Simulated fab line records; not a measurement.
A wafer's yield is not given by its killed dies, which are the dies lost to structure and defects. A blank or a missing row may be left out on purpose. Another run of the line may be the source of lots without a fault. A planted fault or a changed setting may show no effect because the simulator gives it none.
The tool behind it: which one?    flow nand_harc    24 lots, 72 wafers sampled, at 3 steps of a route of 1159

WHAT THE GAUGES SHOWED, per wafer
NHARC_A_CONTACT_CD_MEAS_08: target cd 100 nm.
lot   measured      on         cd_nm (nm)
L075  day 17 05:36  cd_sem-02  99.5 99.4 100.5
L076  day 17 07:04  cd_sem-01  100.3 101.0 99.9
L074  day 17 11:44  cd_sem-03  100.3 100.9 100.6
L077  day 17 15:16  cd_sem-02  99.9 100.1 99.7
L078  day 17 15:00  cd_sem-03  100.2 100.0 99.1
L079  day 17 20:56  cd_sem-03  100.0 99.9 100.1
L081  day 18 21:32  cd_sem-03  99.2 98.8 99.3
L080  day 19 00:41  cd_sem-01  100.5 99.7 100.3
L083  day 19 10:55  cd_sem-02  100.8 100.2 100.0
L082  day 19 13:23  cd_sem-02  99.5 99.6 99.5
L084  day 20 18:47  cd_sem-01  100.0 100.2 100.8
L087  day 20 19:38  cd_sem-03  100.1 100.1 100.0
L088  day 21 00:09  cd_sem-02  99.5 99.2 99.8
L086  day 21 09:02  cd_sem-03  99.8 99.8 99.5
L091  day 21 12:01  cd_sem-01  100.0 100.5 100.0
L085  day 21 13:47  cd_sem-03  100.3 99.4 100.5
L089  day 21 16:38  cd_sem-03  99.8 99.9 100.2
L090  day 21 18:35  cd_sem-01  100.0 99.9 100.0
L093  day 21 23:07  cd_sem-01  100.5 100.3 99.9
L092  day 22 00:01  cd_sem-01  99.4 99.5 100.0
L094  day 22 06:21  cd_sem-03  100.9 100.3 100.4
L095  day 22 11:44  cd_sem-01  99.4 99.8 99.7
L097  day 22 12:07  cd_sem-02  99.6 100.0 99.8
L096  day 22 15:47  cd_sem-01  100.5 99.5 100.1

NHARC_A_CONTACT_INSPECT_10.
lot   measured      on                 raw_defect_count
L075  day 17 05:43  defect_inspect-01  22 17 19
L076  day 17 07:11  defect_inspect-02  20 24 12
L074  day 17 11:52  defect_inspect-02  19 19 13
L077  day 17 15:23  defect_inspect-02  35 34 37
L078  day 17 15:07  defect_inspect-02  22 23 23
L079  day 17 21:04  defect_inspect-02  39 47 45
L081  day 18 21:40  defect_inspect-01  27 36 38
L080  day 19 00:49  defect_inspect-01  31 22 25
L083  day 19 11:02  defect_inspect-02  38 46 54
L082  day 19 13:31  defect_inspect-02  31 31 30
L084  day 20 18:55  defect_inspect-02  3 14 10
L087  day 20 19:45  defect_inspect-01  14 12 8
L088  day 21 00:16  defect_inspect-01  22 35 38
L086  day 21 09:10  defect_inspect-01  51 43 48
L091  day 21 12:08  defect_inspect-01  31 60 39
L085  day 21 13:55  defect_inspect-01  41 32 34
L089  day 21 16:46  defect_inspect-02  21 16 19
L090  day 21 18:44  defect_inspect-01  33 36 23
L093  day 21 23:14  defect_inspect-02  26 35 30
L092  day 22 00:08  defect_inspect-01  35 35 29
L094  day 22 06:28  defect_inspect-01  30 31 28
L095  day 22 11:52  defect_inspect-01  15 18 14
L097  day 22 12:14  defect_inspect-01  25 38 26
L096  day 22 15:54  defect_inspect-02  38 43 43

WHICH TOOL RAN EACH LOT (tool, then ch and the chambers of the sampled wafers, then the start)
lot   NHARC_A_CONTACT_DEP_84
L075  acl_dep-03 ch 0, day 17 03:37
L076  acl_dep-01 ch 0, day 17 05:17
L074  acl_dep-01 ch 0, day 17 09:53
L077  acl_dep-01 ch 0, day 17 13:17
L078  acl_dep-02 ch 0, day 17 13:45
L079  acl_dep-02 ch 0, day 17 18:56
L081  acl_dep-01 ch 0, day 18 19:40
L080  acl_dep-02 ch 0, day 18 22:50
L083  acl_dep-03 ch 0, day 19 09:22
L082  acl_dep-03 ch 0, day 19 11:46
L084  acl_dep-03 ch 0, day 20 16:56
L087  acl_dep-02 ch 0, day 20 18:11
L088  acl_dep-03 ch 0, day 20 22:17
L086  acl_dep-03 ch 0, day 21 07:01
L091  acl_dep-03 ch 0, day 21 10:10
L085  acl_dep-02 ch 0, day 21 12:00
L089  acl_dep-01 ch 0, day 21 14:38
L090  acl_dep-02 ch 0, day 21 16:44
L093  acl_dep-01 ch 0, day 21 21:14
L092  acl_dep-02 ch 0, day 21 22:14
L094  acl_dep-01 ch 0, day 22 04:23
L095  acl_dep-02 ch 0, day 22 09:45
L097  acl_dep-03 ch 0, day 22 10:38
L096  acl_dep-02 ch 0, day 22 14:05
- NHARC_A_CONTACT_DEP_84: deposits aC, target thk 2000 nm.

WHAT THE TOOLS THEMSELVES READ (means of the sampled wafers that have a number; where no wafer has one, the mark that the record gives instead)
NHARC_A_CONTACT_DEP_84.
lot   tool        throttle_valve_pct (%)
L075  acl_dep-03  34.998
L076  acl_dep-01  35.000
L074  acl_dep-01  35.005
L077  acl_dep-01  34.992
L078  acl_dep-02  34.998
L079  acl_dep-02  34.992
L081  acl_dep-01  35.001
L080  acl_dep-02  34.999
L083  acl_dep-03  34.991
L082  acl_dep-03  35.001
L084  acl_dep-03  35.003
L087  acl_dep-02  35.005
L088  acl_dep-03  34.994
L086  acl_dep-03  35.002
L091  acl_dep-03  34.998
L085  acl_dep-02  35.008
L089  acl_dep-01  34.999
L090  acl_dep-02  35.006
L093  acl_dep-01  34.995
L092  acl_dep-02  34.997
L094  acl_dep-01  34.999
L095  acl_dep-02  35.002
L097  acl_dep-03  35.006
L096  acl_dep-02  34.996

THE ANSWER, worked out from the rows above alone
Rule: the usual values come from the lots themselves. Put in order of their means at a reading, lots are off if they are a third of the lots or fewer, leave a main group of 4 or more, and stand apart from it by a gap of 3 or more times the standard deviation of the main group's means; of several such gaps the widest counts. If all means in a main group match to the digits the tables above print for the reading, that group is not used. A lot without any number at a reading at which 4 lots or more have one is off too. Any other lot the step has rows for is counted as sound. The gauges are gone through in route order, then the tools' own readings, and for those a lot's mean is taken as printed above. The first step at which some lot is off is used, and at that step the reading that is off furthest; a lot without a number counts as furthest.
No lot is off on any of the readings shown, so nothing can be concluded from this.

WHAT HAD BEEN PUT IN BY THE SIMULATOR
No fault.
